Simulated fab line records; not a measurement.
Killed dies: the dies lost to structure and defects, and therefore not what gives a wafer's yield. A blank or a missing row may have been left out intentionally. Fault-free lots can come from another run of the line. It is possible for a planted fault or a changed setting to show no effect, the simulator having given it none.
The tool behind it: which one?	flow nandHarc	route of 1159 steps, sampled at 1 step: 22 lots, 66 wafers

== WHAT THE GAUGES READ, wafer by wafer ==
NHARC_P_CONTACT_INSPECT_14. Usual: rawDefectCount reads 3.3 (standard deviation 2).
lot	measured	on	rawDefectCount	flag
L074	day 5 13:54	defectInspect-01	1 2 0	
L075	day 5 19:30	defectInspect-01	1 2 2	
L076	day 5 20:31	defectInspect-01	2 6 4	
L077	day 6 07:34	defectInspect-02	5 5 4	
L079	day 6 18:32	defectInspect-01	3 3 3	
L080	day 7 05:01	defectInspect-02	6 7 5	
L082	day 7 12:41	defectInspect-01	2 3 4	
L083	day 8 02:07	defectInspect-02	6 5 2	
L084	day 8 02:37	defectInspect-02	9 6 7	
L085	day 8 16:29	defectInspect-01	7 3 1	
L087	day 8 17:17	defectInspect-01	2 3 1	
L086	day 8 17:56	defectInspect-02	1 1 1	
L088	day 9 01:11	defectInspect-02	2 7 3	
L089	day 9 10:42	defectInspect-02	2 0 1	
L090	day 9 18:08	defectInspect-01	5 3 4	
L091	day 9 18:24	defectInspect-01	3 1 3	
L092	day 10 04:40	defectInspect-02	1 4 5	
L093	day 10 08:27	defectInspect-02	4 3 3	
L094	day 10 08:51	defectInspect-01	3 1 1	
L096	day 10 20:30	defectInspect-01	3 2 1	
L095	day 10 21:17	defectInspect-01	3 3 1	
L097	day 11 02:49	defectInspect-02	10 4 3	

== EACH LOT AND THE TOOL THAT RAN IT (in order: tool; ch and the chambers of the sampled wafers; start) ==
Record: no process step prior to these readings.

== AS READ BY THE TOOLS THEMSELVES (means over the sampled wafers that have a number; for cases with no such wafer, the mark the record gives instead) ==
The record holds no such reading with a usual standard deviation.

== THE ANSWER, worked out from the rows above alone ==
Rule: a lot is off if the mean of its wafers that have a number lies more than 3 standard deviations from the usual mean. Also off: a lot with no number at a reading for which 4 or more lots have one. The other lots that the step has rows for count as sound. The gauges are gone through in route order, then the tools' own readings, and for those a lot's mean is taken as printed above. The first step at which some lot is off is used, and at that step the reading that is off furthest; a lot without a number counts as furthest.
Across all readings shown, no lot is off: no conclusion can be drawn from this.

== WHAT HAD BEEN PUT IN BY THE SIMULATOR ==
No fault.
